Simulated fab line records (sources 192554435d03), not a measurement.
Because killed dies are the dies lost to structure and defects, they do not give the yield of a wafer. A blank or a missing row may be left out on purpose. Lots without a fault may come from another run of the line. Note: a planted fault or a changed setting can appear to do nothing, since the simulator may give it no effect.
Chamber matching	flow n5_finfet	N5_STI_FIN_REVEAL_ETCHBACK_08 on rie_diel-01: 4 sister chambers
The step etches SiO2 in C4F6/O2, target depth 30.5 nm, time 10.167 s. 4 wafers are shown with their chamber, then 8 later ones without.

== WAFERS WITH THEIR CHAMBER ==
wafer	chamber	rf_vpp_V (V)
L077.1	1	643
L080.4	0	668
L086.4	3	677
L090.1	2	671

== WAFERS WHOSE CHAMBER IS MISSING ==
wafer	rf_vpp_V (V)
L090.3	677
L090.5	639
L094.1	641
L094.5	640
L094.6	668
L096.1	676
L096.5	668
L096.6	675

== THE CHAMBER EACH PASSED THROUGH ==
wafer	from the rows above	in truth
L090.3	3	3
L090.5	1	1
L094.1	1	1
L094.5	1	1
L094.6	can't be placed: 0 or 2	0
L096.1	can't be placed: 3 or 2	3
L096.5	can't be placed: 0 or 2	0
L096.6	can't be placed: 3 or 2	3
Correctly placed: 4 of 8. Can't be placed from these rows: 4 (the true chamber is among the candidates in 4). Placed wrongly: 0.
How it was worked out, from the rows above alone: a wafer's distance from a chamber is the root of the sum, over the readings, of the square of ((its reading less the chamber's mean) divided by the reading's scatter). If the next closest chamber is less than 2 further off than the closest, the wafer can't be placed; otherwise it belongs to the closest. A chamber's mean is the mean of its shown wafers. The scatter: with one shown wafer a chamber, the root of the mean of the squares of how far each hidden wafer lies from its nearest shown one.
